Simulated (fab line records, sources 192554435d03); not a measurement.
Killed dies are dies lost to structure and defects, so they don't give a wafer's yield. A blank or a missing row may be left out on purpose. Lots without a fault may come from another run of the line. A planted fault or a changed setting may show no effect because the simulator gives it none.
Chamber matching | flow n5_finfet | N5_BEOL_M3_ALD_84 on ald_metal-01: 4 sister chambers
The step deposits TaN, pulse time 2 s, purge time 3 s, co reactant purge time 2 s. 4 wafers are shown with their chamber, then 12 later ones without.

WAFERS WITH THEIR CHAMBER
wafer  | chamber | heater_power_w (W)
L090.1 | 3       | 349
L090.4 | 0       | 429
L090.5 | 2       | 430
L090.6 | 1       | 403

WAFERS WITHOUT THEIR CHAMBER
wafer  | heater_power_w (W)
L088.2 | 422
L088.5 | 428
L088.6 | 344
L094.1 | 407
L094.4 | 434
L094.6 | 427
L096.2 | 427
L096.4 | 347
L096.6 | 407
L097.1 | 344
L097.5 | 406
L097.6 | 433

WHICH CHAMBER EACH WENT THROUGH
wafer  | from the rows above     | in truth
L088.2 | can't be placed: 0 or 2 | 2
L088.5 | can't be placed: 0 or 2 | 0
L088.6 | 3                       | 3
L094.1 | 1                       | 1
L094.4 | can't be placed: 2 or 0 | 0
L094.6 | can't be placed: 0 or 2 | 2
L096.2 | can't be placed: 0 or 2 | 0
L096.4 | 3                       | 3
L096.6 | 1                       | 1
L097.1 | 3                       | 3
L097.5 | 1                       | 1
L097.6 | can't be placed: 2 or 0 | 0
Placed correctly: 6 of 12. Can't be placed from these rows: 6 (the true chamber is among the candidates in 6). Placed wrongly: 0.
How it was worked out, from the rows above alone: a wafer's distance from a chamber is the root of the sum, over the readings, of the square of ((its reading less the chamber's mean) divided by the reading's scatter). The wafer belongs to the nearest chamber; if the next one is less than 2 further off, it can't be placed. A chamber's mean is the mean of its shown wafers. The scatter: with one shown wafer a chamber, the root of the mean of the squares of how far each hidden wafer lies from its nearest shown one.
